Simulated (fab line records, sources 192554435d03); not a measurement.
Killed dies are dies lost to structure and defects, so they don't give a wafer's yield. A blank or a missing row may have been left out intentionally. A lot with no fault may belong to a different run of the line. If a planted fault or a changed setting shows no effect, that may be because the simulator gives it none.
Split-lot study | flow n5Finfet | on a route of 1938 steps: 7 lots, 21 wafers read

## THE SPLIT ITSELF
At N5_BEOL_M5_EXPOSE_25 (exposes mask V4, defocus 10 nm), the setting doseMj was moved away from the recipe's 52.75 on 10 of the 21 wafers read, by -4.4% to +6.2%. All remaining wafers had this setting at the recipe value.

## FROM THE SPLIT TO THE READING: what the file shows between them, 2 steps
- N5_BEOL_M5_PEB_26: peb time 60 s
- N5_BEOL_M5_DEVELOP_27: develop time 30 s

## THE READING
cdNm, in nm, at N5_BEOL_M5_CD_MEAS_28 (target cd 30.6 nm, target cd y 20 nm). On this fab line, fault-free wafers typically give 30.63 nm with a standard deviation of 0.26 nm.

wafer  | tool, chamber at the split | doseMj as run | against the recipe | cdNm, nm | against lot-mates on the recipe
L074.1 | euvScanner-01, 0           | 50.42         | -4.4%              | 29.67    | -1.11
L074.2 | euvScanner-01, 0           | 52.75         | recipe             | 30.78    | -
L074.5 | euvScanner-01, 0           | 50.42         | -4.4%              | 29.55    | -1.23
L079.1 | euvScanner-02, 0           | 52.75         | recipe             | 30.87    | -
L079.2 | euvScanner-02, 0           | 52.75         | recipe             | 30.88    | -
L079.5 | euvScanner-02, 0           | 52.75         | recipe             | 30.88    | -
L081.2 | euvScanner-02, 0           | 54.25         | +2.8%              | 31.49    | no lot-mate on the recipe
L081.4 | euvScanner-02, 0           | 54.25         | +2.8%              | 31.20    | no lot-mate on the recipe
L081.5 | euvScanner-02, 0           | 54.25         | +2.8%              | 31.48    | no lot-mate on the recipe
L083.4 | euvScanner-02, 0           | 52.75         | recipe             | 30.33    | -
L083.5 | euvScanner-02, 0           | 54.43         | +3.2%              | 31.31    | +1.00
L083.6 | euvScanner-02, 0           | 52.75         | recipe             | 30.28    | -
L092.1 | euvScanner-02, 0           | 52.75         | recipe             | 30.46    | -
L092.4 | euvScanner-02, 0           | 55.22         | +4.7%              | 31.74    | +1.28
L092.6 | euvScanner-02, 0           | 55.22         | +4.7%              | 31.82    | +1.36
L095.1 | euvScanner-02, 0           | 52.75         | recipe             | 30.29    | -
L095.2 | euvScanner-02, 0           | 52.75         | recipe             | 30.35    | -
L095.6 | euvScanner-02, 0           | 52.75         | recipe             | 30.59    | -
L094.2 | euvScanner-01, 0           | 52.75         | recipe             | 30.77    | -
L094.3 | euvScanner-01, 0           | 56.04         | +6.2%              | 32.31    | +1.54
L094.4 | euvScanner-01, 0           | 56.04         | +6.2%              | 31.84    | +1.07

THE FIT
A straight line over all 21 wafers: cdNm changes by +0.24 nm for each +1% of doseMj; r = +0.96; the points scatter about the line by 0.21 nm.
The same after taking each lot's own level away (the mean of its wafers on the recipe; 18 wafers): +0.247 nm for each +1%; r = +0.98; scatter 0.16 nm.
According to that fit, moving doseMj by its largest amount changes the reading by 1.5 nm.
Across the lots, their own levels run from 30.305 to 30.877 nm, a range of 2.2 times the standard deviation given above.
Hence the lot-to-lot level has little effect on the slope; both slopes agree.
Check: with one of the wafers moved furthest among these (+6.2%) left out of the fit, the line predicts +1.54 nm for it against its lot-mates. It came out at +1.54 nm against them.

## ADDITIONAL SPLITS CARRIED BY THESE WAFERS
Note: prior to the reading, these wafers also went through further splits. Each is held against what the fit with the lots' levels taken away leaves over:
other split on the same wafers | wafers away from the commonest value | r with cdNm (lot level and that fit taken away)
N5_BEOL_M3_EXPOSE_25 doseMj    | 6                                    | +0.47
N5_BEOL_M4_COAT_05 spinRpm     | 5                                    | +0.14
N5_BEOL_M5_COAT_22 spinRpm     | 4                                    | +0.54

## THE WHOLE CHAIN: every reading that the file lists as answering this split, in the file's order
step                  | what it does                                                        | reading                                                       | change (the file's fit)               | r (the file's)
N5_BEOL_M5_CD_MEAS_28 | target cd 30.6 nm, target cd y 20 nm                                | cdNm                                                          | +0.251 nm for each +1% of the setting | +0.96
N5_BEOL_M5_ETCH_75    | etches underlayer in N2/H2, target depth 6.5 nm, time 5.2 s         | BEOL_M5.cdNm (the simulator's own value, which no gauge read) | +0.211 nm for each +1% of the setting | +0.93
N5_BEOL_M5_ETCH_67    | etches SiARC in CF4, target depth 15.6 nm, time 26 s                | BEOL_M5.cdNm (the simulator's own value, which no gauge read) | +0.192 nm for each +1% of the setting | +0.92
N5_BEOL_M5_ETCH_68    | etches SOC in N2/H2, target depth 80 nm, overetch 16 nm, time 120 s | BEOL_M5.cdNm (the simulator's own value, which no gauge read) | +0.199 nm for each +1% of the setting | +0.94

## FILE'S OWN FIT
cdNm changes by +0.251 nm for each +1% of doseMj, r = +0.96.
